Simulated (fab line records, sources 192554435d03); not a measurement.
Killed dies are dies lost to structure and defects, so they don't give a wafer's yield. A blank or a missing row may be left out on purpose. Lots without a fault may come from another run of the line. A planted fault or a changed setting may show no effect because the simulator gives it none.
Which tool did it? | flow n5_finfet | 10 lots, 30 wafers sampled, at 1 step of a route of 1938

WHAT THE GAUGES READ, wafer by wafer
N5_ILD0_THK_MEAS_13.
lot  | measured     | on            | thk_nm (nm)
L651 | day 4 02:58  | film_metro-01 | 17.9 15.3 16.8
L653 | day 4 12:17  | film_metro-02 | 19.3 19.0 18.8
L654 | day 4 15:04  | film_metro-02 | 18.2 19.3 18.4
L657 | day 5 13:04  | film_metro-02 | 17.2 17.1 16.5
L658 | day 5 19:06  | film_metro-02 | 17.4 18.0 16.2
L661 | day 6 11:48  | film_metro-01 | 18.4 19.3 18.3
L666 | day 7 15:34  | film_metro-02 | 17.9 17.0 17.7
L669 | day 8 21:41  | film_metro-01 | 17.1 18.1 18.4
L671 | day 10 16:34 | film_metro-01 | 19.1 17.5 16.0
L670 | day 10 17:29 | film_metro-01 | 17.6 16.3 18.4

WHICH TOOL RAN EACH LOT (tool, then ch and the chambers of the sampled wafers, then the start)
The record holds no process step before these readings.

THE ANSWER, worked out from the rows above alone
Rule: what is usual is taken from the lots themselves. Put in order of their means at a reading, lots are off if they are a third of the lots or fewer, leave a main group of 4 or more, and stand apart from it by a gap of 3 or more times the standard deviation of the main group's means; of several such gaps the widest counts. A main group whose means are all the same, to the digits that the tables above print for the reading, isn't used. A lot without any number at a reading at which 4 lots or more have one is off too. The other lots that the step has rows for count as sound.
No lot is off at any reading shown: from this, nothing can be told.

WHAT THE SIMULATOR HAD PUT IN
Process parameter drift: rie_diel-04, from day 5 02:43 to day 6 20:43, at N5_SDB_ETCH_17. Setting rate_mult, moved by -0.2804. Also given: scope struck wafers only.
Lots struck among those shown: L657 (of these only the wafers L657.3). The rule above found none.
